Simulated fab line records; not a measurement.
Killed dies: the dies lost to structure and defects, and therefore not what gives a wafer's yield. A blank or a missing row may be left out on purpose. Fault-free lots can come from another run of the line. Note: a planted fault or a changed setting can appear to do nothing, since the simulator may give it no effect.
Matching of chambers	flow n5 finfet	3 sister chambers for N5_HKMG_FIN_CVD_62 on thermal cvd si-02
The step deposits a-Si from Si2H6, target thk 3 nm, time 20.8 s. 3 wafers are shown with their chamber, then 10 later ones without.

WAFERS WITH THEIR CHAMBER
wafer	chamber	heater power w (W)
L086.5	0	1169
L090.1	1	1557
L090.3	2	1247

WAFERS WITHOUT THEIR CHAMBER
wafer	heater power w (W)
L090.5	1546
L093.1	1553
L093.2	1252
L093.4	1492
L095.1	1193
L095.4	1503
L095.6	1171
L097.3	1166
L097.4	1563
L097.5	1159

WHICH CHAMBER EACH ONE RAN IN
wafer	from the rows above	in truth
L090.5	1	1
L093.1	1	1
L093.2	2	2
L093.4	1	1
L095.1	can't be placed: 0 or 2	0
L095.4	1	1
L095.6	0	0
L097.3	0	0
L097.4	1	1
L097.5	0	0
Placed correctly: 9 of 10. Can't be placed from these rows: 1 (the true chamber is among the candidates in 1). 0 placed wrongly.
How it was worked out, from the rows above alone: a wafer's distance from a chamber is the root of the sum, over the readings, of the square of ((its reading less the chamber's mean) divided by the reading's scatter). The wafer belongs to the nearest chamber; if the next one is less than 2 further off, it can't be placed. Each chamber's mean is taken over the wafers shown for it. The scatter: with one shown wafer a chamber, the root of the mean of the squares of how far each hidden wafer lies from its nearest shown one.
